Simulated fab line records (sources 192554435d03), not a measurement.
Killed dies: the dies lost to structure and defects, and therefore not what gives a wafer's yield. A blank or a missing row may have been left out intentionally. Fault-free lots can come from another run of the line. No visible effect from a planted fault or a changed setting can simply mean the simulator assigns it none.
fab line records ; flow n5Finfet
record: lots: 11; wafers: 33; lastDay: 17
route steps=1938 shown BEOL_M4@1086
lots that met no fault: from a run of the same line without faults
startH: hours from the record's first day to the start of the lot's first wafer shown ; waitH: hours since the lot's step before ; " unchanged from the row above ; L1.1+2: a single row standing in for several wafers ; - value missing, or start not given ; * or withheld: withheld ; < > ~ a bound
route shown NAME@n: a module of which the file shows steps, and the number in the route of the first ; usual: mean/standard deviation taken from wafers without a fault ; same: alike in all rows ; chamber/n: place in a boat ; sites: each site's reading ; _std_site: the values' standard deviation ; _edge_site: the outer-site mean with the inner-site mean subtracted ; radiusMm: how far each site lies from the wafer's centre ; mask NAME#n: copy n ; behind: the last tool/chamber to shape the wafer ; hold: reason for holding the lot/hours on hold/outcome of the hold ; device: names the non-switching transistor (n, p or np) ; end of line: tests of these same wafers at the route's end ; step lacking rows: just its recipe ; killed: dies that structure and defects cost at the first sort, which is not the same as the wafer's yield ; map: dies across one wafer; x = killed, . = not, _ = none there
set.NAME: setting as actually run; set.NAME@STEP: the setting as run at that earlier step ; model.NAME: the simulator's own value behind a step, which no gauge read
one table for each step of the route and one row for each wafer, over a sample of lots
== steps ==
step: N5_BEOL_M4_SPUTTER_79
recipe: material: Cu; targetThkA: 45; tempC: -20; chamberPressurePa: 0.07; powerW: withheld; timeS: 8.29
usual: throttleValvePct: 29.6/0.98
lot.wafer;tool;chamber;startH;waitH;throttleValvePct
L763.1;pvdSputter-02;-;155.13;0.1;29.0
L763.3;pvdSputter-02;-;155.13;0.1;29.9
L763.5;pvdSputter-02;-;155.13;0.1;30.3
L770.2;pvdSputter-02;-;222.60;0.1;30.4
L770.4;pvdSputter-02;-;222.60;0.1;28.6
L770.5;pvdSputter-02;-;222.60;0.1;30.2
L773.1;pvdSputter-02;-;227.87;0.1;29.1
L773.3;pvdSputter-02;-;227.87;0.1;30.0
L773.5;pvdSputter-02;-;227.87;0.1;30.2
L775.2;pvdSputter-02;-;245.11;0.1;28.9
L775.4;pvdSputter-02;-;245.11;0.1;28.4
L775.6;pvdSputter-02;-;245.11;0.1;28.2
L777.3;pvdSputter-03;-;251.10;0.1;28.0
L777.4;pvdSputter-03;-;251.10;0.1;29.7
L777.5;pvdSputter-03;-;251.10;0.1;29.1
L776.2;pvdSputter-01;-;251.17;0.1;30.7
L776.3;pvdSputter-01;-;251.17;0.1;30.3
L776.4;pvdSputter-01;-;251.17;0.1;28.5
L778.1;pvdSputter-01;-;257.28;0.1;30.9
L778.3;pvdSputter-01;-;257.28;0.1;30.7
L778.4;pvdSputter-01;-;257.28;0.1;28.5
L779.1;pvdSputter-03;-;266.36;0.1;31.0
L779.2;pvdSputter-03;-;266.36;0.1;28.1
L779.3;pvdSputter-03;-;266.36;0.1;29.8
L783.2;pvdSputter-02;-;283.53;0.1;30.1
L783.3;pvdSputter-02;-;283.53;0.1;30.3
L783.5;pvdSputter-02;-;283.53;0.1;28.9
L784.2;pvdSputter-01;-;297.20;0.1;29.9
L784.4;pvdSputter-01;-;297.20;0.1;30.7
L784.6;pvdSputter-01;-;297.20;0.1;29.8
L786.1;pvdSputter-02;-;303.89;0.1;28.3
L786.2;pvdSputter-02;-;303.89;0.1;28.9
L786.4;pvdSputter-02;-;303.89;0.1;30.0
step: N5_BEOL_M4_ANNEAL_80
recipe: tempC: 400; timeS: 240; ambient: vacuum
usual: heaterPowerW: 819/61; susceptorTempC: 400.03/0.24
lot.wafer;tool;chamber;startH;waitH;heaterPowerW;susceptorTempC
L763.1;pvdSputter-02;-;155.21;0.0;801;399.87
L763.3;pvdSputter-02;-;155.21;0.0;883;399.50
L763.5;pvdSputter-02;-;155.21;0.0;882;399.80
L770.2;pvdSputter-02;-;222.68;0.0;-;-
L770.4;pvdSputter-02;-;222.68;0.0;-;-
L770.5;pvdSputter-02;-;222.68;0.0;-;-
L773.1;pvdSputter-02;-;227.95;0.0;-;-
L773.3;pvdSputter-02;-;227.95;0.0;-;-
L773.5;pvdSputter-02;-;227.95;0.0;-;-
L775.2;pvdSputter-02;-;245.19;0.0;824;399.76
L775.4;pvdSputter-02;-;245.19;0.0;872;400.15
L775.6;pvdSputter-02;-;245.19;0.0;851;400.23
L777.3;pvdSputter-03;-;251.18;0.0;863;399.87
L777.4;pvdSputter-03;-;251.18;0.0;711;400.06
L777.5;pvdSputter-03;-;251.18;0.0;797;399.68
L776.2;pvdSputter-01;-;251.25;0.0;864;400.47
L776.3;pvdSputter-01;-;251.25;0.0;657;400.01
L776.4;pvdSputter-01;-;251.25;0.0;800;399.70
L778.1;pvdSputter-01;-;257.36;0.0;877;400.05
L778.3;pvdSputter-01;-;257.36;0.0;784;400.12
L778.4;pvdSputter-01;-;257.36;0.0;771;400.28
L779.1;pvdSputter-03;-;266.44;0.0;851;399.97
L779.2;pvdSputter-03;-;266.44;0.0;846;400.00
L779.3;pvdSputter-03;-;266.44;0.0;709;400.17
L783.2;pvdSputter-02;-;283.61;0.0;870;400.17
L783.3;pvdSputter-02;-;283.61;0.0;841;400.20
L783.5;pvdSputter-02;-;283.61;0.0;831;399.95
L784.2;pvdSputter-01;-;297.28;0.0;647;399.37
L784.4;pvdSputter-01;-;297.28;0.0;778;400.35
L784.6;pvdSputter-01;-;297.28;0.0;662;399.75
L786.1;pvdSputter-02;-;303.97;0.0;862;399.98
L786.2;pvdSputter-02;-;303.97;0.0;831;400.04
L786.4;pvdSputter-02;-;303.97;0.0;869;400.14
step: N5_BEOL_M4_SPUTTER_81
recipe: material: Cu; targetThkA: 45; tempC: -20; chamberPressurePa: 0.07; powerW: withheld; timeS: 8.29
usual: throttleValvePct: 29.6/0.96
lot.wafer;tool;chamber;startH;waitH;throttleValvePct
L763.1;pvdSputter-02;-;155.35;0.1;28.8
L763.3;pvdSputter-02;-;155.35;0.1;29.9
L763.5;pvdSputter-02;-;155.35;0.1;30.0
L770.2;pvdSputter-02;-;222.82;0.1;30.6
L770.4;pvdSputter-02;-;222.82;0.1;28.4
L770.5;pvdSputter-02;-;222.82;0.1;30.4
L773.1;pvdSputter-02;-;228.09;0.1;29.0
L773.3;pvdSputter-02;-;228.09;0.1;29.9
L773.5;pvdSputter-02;-;228.09;0.1;30.2
L775.2;pvdSputter-02;-;245.33;0.1;28.7
L775.4;pvdSputter-02;-;245.33;0.1;28.5
L775.6;pvdSputter-02;-;245.33;0.1;28.4
L777.3;pvdSputter-03;-;251.32;0.1;28.1
L777.4;pvdSputter-03;-;251.32;0.1;29.6
L777.5;pvdSputter-03;-;251.32;0.1;29.3
L776.2;pvdSputter-01;-;251.39;0.1;31.1
L776.3;pvdSputter-01;-;251.39;0.1;29.9
L776.4;pvdSputter-01;-;251.39;0.1;29.1
L778.1;pvdSputter-01;-;257.50;0.1;30.9
L778.3;pvdSputter-01;-;257.50;0.1;30.7
L778.4;pvdSputter-01;-;257.50;0.1;28.7
L779.1;pvdSputter-03;-;266.58;0.1;31.1
L779.2;pvdSputter-03;-;266.58;0.1;27.8
L779.3;pvdSputter-03;-;266.58;0.1;29.6
L783.2;pvdSputter-02;-;283.75;0.1;30.0
L783.3;pvdSputter-02;-;283.75;0.1;30.2
L783.5;pvdSputter-02;-;283.75;0.1;28.9
L784.2;pvdSputter-01;-;297.42;0.1;30.4
L784.4;pvdSputter-01;-;297.42;0.1;30.6
L784.6;pvdSputter-01;-;297.42;0.1;30.0
L786.1;pvdSputter-02;-;304.11;0.1;28.3
L786.2;pvdSputter-02;-;304.11;0.1;28.9
L786.4;pvdSputter-02;-;304.11;0.1;30.0
step: N5_BEOL_M4_ANNEAL_91
recipe: tempC: 400; timeS: 240; ambient: vacuum
usual: heaterPowerW: 819/61; susceptorTempC: 399.98/0.23
lot.wafer;tool;chamber;startH;waitH;heaterPowerW;susceptorTempC
L763.1;pvdSputter-02;-;156.09;0.0;816;399.83
L763.3;pvdSputter-02;-;156.09;0.0;839;400.05
L763.5;pvdSputter-02;-;156.09;0.0;855;400.23
L770.2;pvdSputter-02;-;223.56;0.0;838;400.28
L770.4;pvdSputter-02;-;223.56;0.0;878;399.88
L770.5;pvdSputter-02;-;223.56;0.0;862;400.04
L773.1;pvdSputter-02;-;228.83;0.0;803;399.63
L773.3;pvdSputter-02;-;228.83;0.0;852;400.11
L773.5;pvdSputter-02;-;228.83;0.0;840;399.87
L775.2;pvdSputter-02;-;246.07;0.0;801;399.87
L775.4;pvdSputter-02;-;246.07;0.0;862;400.01
L775.6;pvdSputter-02;-;246.07;0.0;878;400.17
L777.3;pvdSputter-03;-;252.06;0.0;867;399.85
L777.4;pvdSputter-03;-;252.06;0.0;686;400.03
L777.5;pvdSputter-03;-;252.06;0.0;789;399.65
L776.2;pvdSputter-01;-;252.13;0.0;860;399.88
L776.3;pvdSputter-01;-;252.13;0.0;654;399.59
L776.4;pvdSputter-01;-;252.13;0.0;789;400.00
L778.1;pvdSputter-01;-;258.24;0.0;858;399.96
L778.3;pvdSputter-01;-;258.24;0.0;776;399.60
L778.4;pvdSputter-01;-;258.24;0.0;803;400.38
L779.1;pvdSputter-03;-;267.32;0.0;855;399.43
L779.2;pvdSputter-03;-;267.32;0.0;841;399.90
L779.3;pvdSputter-03;-;267.32;0.0;699;400.33
L783.2;pvdSputter-02;-;284.49;0.0;863;399.77
L783.3;pvdSputter-02;-;284.49;0.0;858;399.97
L783.5;pvdSputter-02;-;284.49;0.0;812;400.33
L784.2;pvdSputter-01;-;298.16;0.0;669;400.11
L784.4;pvdSputter-01;-;298.16;0.0;782;399.94
L784.6;pvdSputter-01;-;298.16;0.0;674;400.21
L786.1;pvdSputter-02;-;304.85;0.0;870;400.15
L786.2;pvdSputter-02;-;304.85;0.0;822;399.78
L786.4;pvdSputter-02;-;304.85;0.0;872;400.03
step: N5_BEOL_M4_RC_MEAS_101
usual: DIBL_N: 36.3/1.2; DIBL_P: 36.7/1.5; IOFF_N: 0.164/0.02; IOFF_P: 0.214/0.024; ION_N: 673/8.5; ION_P: 461/5.9; SS_N: 71.6/0.44; SS_P: 73.3/0.55; VT_N: 249.4/2.4; VT_P: -250.0/2.3
lot.wafer;tool;chamber;startH;waitH;DIBL_N[mV/V];DIBL_P[mV/V];IOFF_N[nA/um];IOFF_P[nA/um];ION_N[uA/um];ION_P[uA/um];SS_N[mV/dec];SS_P[mV/dec];VT_N[mV];VT_P[mV]
L763.1;prober-01;0;158.09;0.0;36.3;35.8;0.162;0.194;674;458;71.9;73.4;249.4;-251.8
L763.3;prober-01;0;158.09;0.0;35.6;34.9;0.149;0.182;654;449;71.7;73.3;250.6;-255.3
L763.5;prober-01;0;158.09;0.0;36.4;35.2;0.160;0.188;655;453;71.4;74.0;249.2;-251.0
L770.2;prober-02;0;225.39;0.2;34.4;35.5;0.140;0.198;668;457;71.3;72.5;252.3;-248.4
L770.4;prober-02;0;225.39;0.2;36.3;37.5;0.174;0.229;675;464;71.7;73.4;248.8;-248.3
L770.5;prober-02;0;225.39;0.2;35.7;36.6;0.159;0.215;668;458;71.5;73.4;250.5;-249.8
L773.1;prober-01;0;230.53;0.0;35.0;35.5;0.152;0.205;681;469;71.4;73.2;250.3;-251.2
L773.3;prober-01;0;230.53;0.0;35.4;36.4;0.167;0.214;678;463;71.4;73.4;247.4;-250.8
L773.5;prober-01;0;230.53;0.0;36.1;37.2;0.175;0.225;676;459;71.8;73.9;247.5;-248.6
L775.2;prober-02;0;247.90;0.2;37.8;36.6;0.164;0.201;673;456;71.4;73.5;248.8;-251.1
L775.4;prober-02;0;247.90;0.2;36.2;35.0;0.148;0.183;663;451;71.5;73.3;250.9;-253.0
L775.6;prober-02;0;247.90;0.2;37.2;35.5;0.161;0.202;663;451;72.0;73.1;250.2;-249.0
L777.3;prober-01;0;254.05;0.3;37.2;36.8;0.174;0.223;675;460;72.2;73.9;251.4;-249.7
L777.4;prober-01;0;254.05;0.3;36.6;36.3;0.165;0.218;671;460;71.4;73.3;248.3;-249.7
L777.5;prober-01;0;254.05;0.3;36.7;36.4;0.160;0.224;678;467;72.6;73.4;253.3;-249.6
L776.2;prober-02;0;254.19;0.2;36.5;37.6;0.160;0.190;662;452;71.1;73.3;250.8;-252.2
L776.3;prober-02;0;254.19;0.2;37.9;39.0;0.177;0.217;671;462;71.5;73.3;249.7;-253.4
L776.4;prober-02;0;254.19;0.2;38.2;39.6;0.188;0.213;659;452;72.3;73.2;244.9;-249.8
L778.1;prober-02;0;259.92;0.0;36.7;37.1;0.162;0.224;672;470;71.6;73.3;249.7;-247.1
L778.3;prober-02;0;259.92;0.0;35.7;36.7;0.147;0.218;673;466;71.1;73.3;252.8;-246.9
L778.4;prober-02;0;259.92;0.0;34.9;35.7;0.131;0.195;666;462;71.6;73.3;253.9;-247.2
L779.1;prober-02;0;269.18;0.0;36.0;36.7;0.159;0.232;679;466;72.1;73.3;249.3;-248.2
L779.2;prober-02;0;269.18;0.0;34.2;33.7;0.129;0.190;669;463;71.5;72.7;251.4;-248.6
L779.3;prober-02;0;269.18;0.0;35.2;34.7;0.141;0.192;663;457;71.1;72.7;250.4;-251.4
L783.2;prober-02;0;286.32;0.2;38.6;37.3;0.201;0.240;679;465;71.2;73.5;245.6;-246.5
L783.3;prober-02;0;286.32;0.2;36.9;36.2;0.162;0.213;664;454;70.9;73.0;249.2;-248.0
L783.5;prober-02;0;286.32;0.2;39.0;37.4;0.196;0.229;666;460;71.8;73.7;246.6;-249.1
L784.2;prober-01;0;300.19;0.2;36.0;36.4;0.163;0.219;675;461;71.3;73.2;246.9;-248.3
L784.4;prober-01;0;300.19;0.2;37.5;38.9;0.194;0.256;671;460;71.9;73.7;245.0;-248.7
L784.6;prober-01;0;300.19;0.2;36.9;38.2;0.180;0.244;674;465;71.4;73.9;247.3;-248.9
L786.1;prober-02;0;307.18;0.0;36.3;38.1;0.159;0.214;680;465;71.2;73.8;251.0;-251.5
L786.2;prober-02;0;307.18;0.0;36.1;38.3;0.160;0.214;672;465;71.2;73.3;251.5;-250.7
L786.4;prober-02;0;307.18;0.0;38.6;40.1;0.200;0.258;682;469;72.3;74.7;247.2;-249.7
== key ==
firstSign: step: N5_BEOL_M4_ANNEAL_80; reading: toolRecord; direction: missing
effect none on later readings
metAt N5_BEOL_M4_ANNEAL_80
struckLots L770,L773
notActingAt N5_BEOL_M4_SPUTTER_79,N5_BEOL_M4_SPUTTER_81,N5_BEOL_M4_ANNEAL_91
onsetBetween 155.21 222.68
fault: kind: skippedStepWhole; tool: pvdSputter-02; chamber: -; onsetH: 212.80; steps: N5_BEOL_M4_ANNEAL_80; scope: struckLotsOnly
